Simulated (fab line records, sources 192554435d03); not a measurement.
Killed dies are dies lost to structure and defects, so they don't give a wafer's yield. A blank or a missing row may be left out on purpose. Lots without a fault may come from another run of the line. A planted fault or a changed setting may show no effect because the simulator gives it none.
A struck lot beside a sound one | flow n5_finfet | 36 steps out of a route of 1938
Sound: wafers L915.1, L915.3, L915.6. Struck: wafer L908.2. (L908.1, L908.6 of the same lot were not struck and are left out.) The cause comes at the end.
At each step with rows: each side's tool, then ch and its chambers, then its first start. Under that, the readings that differ: sound wafers | struck wafers | difference of the means | sigmas: that difference in standard deviations of wafers without a fault.
alike: readings whose means differ by less than 2 such deviations, and words and numbers that are the same on both sides. not compared: withheld readings, readings that some wafer has no value for, bounds like >300 that may hide the same value, and numbers for which the record gives no deviation and whose values overlap.
The two part at a step that has a row with sigmas, a row that says differs or no value, or rows on one side only. Numbers that don't overlap but have no deviation are shown without sigmas and don't part them. A reading that every wafer of one side lacks parts them only if that side has two wafers or more.

first, 8 steps without rows for these wafers: N5_BEOL_M8_SPUTTER_48 (material Cu, target thk 10 nm, time 1.667 s); N5_BEOL_M8_ECD_50 (material Cu, target thk 300 nm); N5_BEOL_M8_ANNEAL_51 (time 90 s); N5_BEOL_M8_CMP_52 (polishes, stops on SiCOH lowk, t overpolish 6.9 s, target thk 80 nm); N5_BEOL_M8_PRE_CLEAN_55 (time 15 s); N5_BEOL_M8_DEP_56 (deposits SiCN from 3MS/NH3, target thk 10 nm, time 17.5 s); N5_BEOL_M9_ILD_DEP_00 (deposits SiCOH lowk from DEMS/porogen, target thk 308.51 nm, time 58 s); N5_BEOL_M9_CURE_71 (cures SiCOH lowk, time 240 s).
N5_BEOL_M9_PECVD_70: deposits SiO2 from TEOS/O2, target thk 20 nm, time 22.7 s.
  sound on pecvd-01 ch 0,1,2, day 15 17:02; struck on pecvd-02 ch 1, day 14 06:16
  reading                                    | sound        | struck | difference | sigmas
  model.SiO2_of_BEOL_M9_PECVD_70.thk_nm (nm) | 19.8 19.4 20 | 14     | -6         |
  alike: heater_power_w, showerhead_plenum_p_Torr, throttle_valve_pct
then, 25 steps without rows for these wafers: N5_BEOL_M9_HM_DEP_02 (deposits TiN, target thk 20 nm); N5_BEOL_M9_COAT_59 (time 60 s, resist thk 100 nm); N5_BEOL_M9_COAT_60 (time 60 s, resist thk 30 nm); N5_BEOL_M9_COAT_05 (resist thk 90 nm); N5_BEOL_M9_EBR_07; N5_BEOL_M9_SOFTBAKE_06 (time 60 s); N5_BEOL_M9_EXPOSE_08 (exposes mask M9); N5_BEOL_M9_PEB_09 (peb time 60 s); N5_BEOL_M9_DEVELOP_10 (develop time 30 s); N5_BEOL_M9_DESCUM_16 (chemistry O2, time 7.9 s); N5_BEOL_M9_ETCH_61 (etches SiARC in CF4, target depth 39 nm, time 65 s); N5_BEOL_M9_ETCH_62 (etches SOC in N2/H2, target depth 110 nm, overetch 22 nm, time 165 s); N5_BEOL_M9_STRIP_68 (strips in N2/H2); N5_BEOL_M9_STRIP_67 (strips in CF4); N5_BEOL_M9_HM_OPEN_17 (chemistry Cl2/BCl3, target TiN, target depth 20 nm, overetch 6 nm); N5_BEOL_M9_STRIP_19 (strips in O2); N5_BEOL_M9_COAT_63 (time 60 s, resist thk 60 nm); N5_BEOL_M9_COAT_64 (time 60 s, resist thk 12 nm); N5_BEOL_M9_COAT_75 (time 60 s, resist thk 5 nm); N5_BEOL_M9_COAT_22 (resist thk 30 nm); N5_BEOL_M9_EBR_24; N5_BEOL_M9_SOFTBAKE_23 (time 60 s); N5_BEOL_M9_EXPOSE_25 (exposes mask V8); N5_BEOL_M9_PEB_26 (peb time 60 s); N5_BEOL_M9_DEVELOP_27 (develop time 30 s).
N5_BEOL_M9_HM_STRIP_39: strips TiN in peroxide tin strip, target depth 25 nm, time 158 s.
  sound on wet_bench-02 ch 0,3,5, day 15 23:04; struck on wet_bench-02 ch 6, day 14 11:07
  reading                                    | sound          | struck | difference | sigmas
  model.SiO2_of_BEOL_M9_PECVD_70.thk_nm (nm) | 19.6 19.2 19.8 | 13.8   | -5.7       |
N5_BEOL_M9_CMP_52: polishes, stops on SiCOH lowk, t overpolish 7 s, target thk 140 nm.
  sound on cmp-02 ch 0,2,3, day 16 01:28; struck on cmp-02 ch 1, day 14 13:01
  reading                      | sound          | struck | difference | sigmas
  barrier_field_endpoint_s (s) | 29.6 28.2 29.3 | 21.5   | -7.5       | -10
  alike: clearing_platen_down_force_psi, motor_current_A

WHERE THEY PART
Only at N5_BEOL_M9_CMP_52, within this record.

WHY: what the simulator had put in
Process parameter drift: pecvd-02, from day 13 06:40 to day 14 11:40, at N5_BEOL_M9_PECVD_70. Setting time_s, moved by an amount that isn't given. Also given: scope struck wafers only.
